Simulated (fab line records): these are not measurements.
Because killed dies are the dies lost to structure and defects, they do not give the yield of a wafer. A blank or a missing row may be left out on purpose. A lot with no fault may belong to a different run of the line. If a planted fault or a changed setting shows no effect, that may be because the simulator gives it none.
Split-lot experiment    flow n5Finfet    39 wafers read from 7 lots, route of 1938 steps

== ABOUT THE SPLIT ==
At N5_BEOL_M7_TRENCH_ETCH_37 (etches SiCOH lowk in C4F6/O2, target depth 93.478 nm, time 31.2 s), the setting targetDepthA was moved away from the recipe's 934.78 angstrom on 15 of the 39 wafers read, by -42.2% to +43.8%. This setting was run at the recipe's value on the other wafers.

== FROM THE SPLIT TO THE READING: what the file shows between them, 8 steps ==
- N5_BEOL_M7_ETCH_41: etches SiCN in CH3F/O2, target depth 31.9 nm, time 57.8 s
- N5_BEOL_M7_STRIP_80: strips in N2/H2, time 10 s
- N5_BEOL_M7_OCD_MEAS_38
- N5_BEOL_M7_HM_STRIP_39: strips TiN in peroxide tin strip, target depth 25 nm, time 158 s
- N5_BEOL_M7_SRD_40: time 30 s
- N5_BEOL_M7_ECD_50: material Cu, target thk 300 nm
- N5_BEOL_M7_ANNEAL_51: time 90 s
- N5_BEOL_M7_CMP_52: polishes, stops on SiCOH lowk, t overpolish 6.9 s, target thk 80 nm

== THE READING ==
M7_THK, in nm, at N5_BEOL_M7_THK_MEAS_53 (measures by xrf). Typical for fault-free wafers on this fab line: 78.2 nm, with standard deviation 2.1 nm.

wafer   tool, chamber at the split  targetDepthA as run, angstrom  against the recipe  M7_THK, nm  against lot-mates on the recipe
L074.1  rieDiel-02, 3               934.78                         recipe              80.5        -
L074.2  rieDiel-02, 1               934.78                         recipe              77.1        -
L074.3  rieDiel-02, 0               934.78                         recipe              80.9        -
L074.4  rieDiel-02, 2               934.78                         recipe              76.2        -
L074.5  rieDiel-02, 0               934.78                         recipe              79.1        -
L074.6  rieDiel-02, 3               934.78                         recipe              79.4        -
L075.1  rieDiel-06, 2               934.78                         recipe              78.0        -
L075.2  rieDiel-06, 0               695.2                          -25.6%              58.4        -21.7
L075.3  rieDiel-06, 3               695.2                          -25.6%              56.7        -23.4
L075.4  rieDiel-06, 3               695.2                          -25.6%              58.0        -22.1
L075.5  rieDiel-06, 0               934.78                         recipe              83.5        -
L075.6  rieDiel-06, 2               934.78                         recipe              78.9        -
L080.1  rieDiel-06, 2               934.78                         recipe              78.2        -
L080.2  rieDiel-06, 0               1221                           +30.6%              103.2       +25.7
L080.3  rieDiel-06, 3               1221                           +30.6%              108.4       +30.9
L080.4  rieDiel-06, 0               934.78                         recipe              77.5        -
L080.5  rieDiel-06, 2               934.78                         recipe              76.9        -
L080.6  rieDiel-06, 3               1221                           +30.6%              108.4       +30.9
L086.1  rieDiel-04, 1               934.78                         recipe              78.1        -
L086.2  rieDiel-04, 0               934.78                         recipe              76.9        -
L086.3  rieDiel-04, 1               934.78                         recipe              75.7        -
L086.4  rieDiel-04, 0               1308                           +39.9%              113.4       +36.5
L086.5  rieDiel-04, 1               1308                           +39.9%              113.5       +36.6
L086.6  rieDiel-04, 0               1308                           +39.9%              111.6       +34.7
L091.1  rieDiel-02, 1               934.78                         recipe              78.2        -
L091.2  rieDiel-02, 0               934.78                         recipe              79.4        -
L091.3  rieDiel-02, 3               934.78                         recipe              78.1        -
L091.4  rieDiel-02, 2               1344                           +43.8%              118.9       +40.3
L091.5  rieDiel-02, 1               1344                           +43.8%              119.2       +40.6
L091.6  rieDiel-02, 0               1344                           +43.8%              115.2       +36.6
L095.1  rieDiel-02, 2               934.78                         recipe              80.0        -
L095.5  rieDiel-02, 0               934.78                         recipe              80.1        -
L095.6  rieDiel-02, 3               934.78                         recipe              81.6        -
L097.1  rieDiel-04, 0               540.5                          -42.2%              39.3        -40.2
L097.2  rieDiel-04, 1               934.78                         recipe              79.2        -
L097.3  rieDiel-04, 2               540.5                          -42.2%              42.7        -36.8
L097.4  rieDiel-04, 1               934.78                         recipe              80.5        -
L097.5  rieDiel-04, 2               934.78                         recipe              78.9        -
L097.6  rieDiel-04, 0               540.5                          -42.2%              41.2        -38.3

FIT RESULTS
A straight line over all 39 wafers: M7_THK changes by +0.878 nm for each +1% of targetDepthA; r = +1.00; the points scatter about the line by 1.8 nm.
The same after taking each lot's own level away (the mean of its wafers on the recipe; 39 wafers): +0.906 nm for each +1%; r = +1.00; scatter 1.5 nm.
Per that fit: largest targetDepthA move, reading shift of 40 nm.
The lots' own levels span 76.90 to 80.57 nm, that is 1.7 times the standard deviation above.
The two slopes are in agreement: the lot-to-lot level therefore moves the slope only a little.
Check: +39.7 nm against its lot-mates is what the line predicts for one of the wafers moved furthest among these (+43.8%) when that wafer is left out of the fit. Against them it came out at +40.3 nm.

== OTHER SPLITS APPLIED TO THESE WAFERS ==
Before the reading, these wafers also passed through other splits. Each is held against what the fit with the lots' levels taken away leaves over:
other split on the same wafers  wafers away from the commonest value  r with M7_THK (lot level and that fit taken away)
N5_BEOL_M6_ILD_DEP_00 timeS     15                                    -0.06

== THE WHOLE CHAIN: every reading that the file lists as answering this split, in the file's order ==
step                       what it does                                                         reading                                                                          change (the file's fit)                                                               r (the file's)
N5_BEOL_M7_TRENCH_ETCH_37  etches SiCOH lowk in C4F6/O2, target depth 93.478 nm, time 31.2 s    BEOL_M7.featureDepthNm (the simulator's own value, which no gauge read)          +0.927 nm for each +1% of the setting                                                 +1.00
N5_BEOL_M7_TRENCH_ETCH_37  etches SiCOH lowk in C4F6/O2, target depth 93.478 nm, time 31.2 s    etch.depthNm (the simulator's own value, which no gauge read)                    +0.927 nm for each +1% of the setting                                                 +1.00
N5_BEOL_M7_TRENCH_ETCH_37  etches SiCOH lowk in C4F6/O2, target depth 93.478 nm, time 31.2 s    TiN_of_BEOL_M7_HM_DEP_02.thkNm (the simulator's own value, which no gauge read)  -0.0255 nm for each +1% of the setting                                                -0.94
N5_BEOL_M7_OCD_MEAS_38                                                                          trenchDepthNm                                                                    +0.933 nm for each +1% of the setting                                                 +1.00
N5_BEOL_M7_CMP_52          polishes, stops on SiCOH lowk, t overpolish 6.9 s, target thk 80 nm  Cu_of_BEOL_M7_ECD_50.thkNm (the simulator's own value, which no gauge read)      +0.908 nm for each +1% of the setting                                                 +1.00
N5_BEOL_M7_THK_MEAS_53     measures by xrf                                                      M7_THK                                                                           +0.907 for each +1% of the setting                                                    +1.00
N5_BEOL_M7_RS_MEAS_57      measures by four-point-probe                                         M7_RS                                                                            not straight: 0.655 at the lowest setting, 0.291 at the recipe, 0.181 at the highest  not given

== THE FILE'S OWN FIT ==
M7_THK changes by +0.907 nm for each +1% of targetDepthA, r = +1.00.
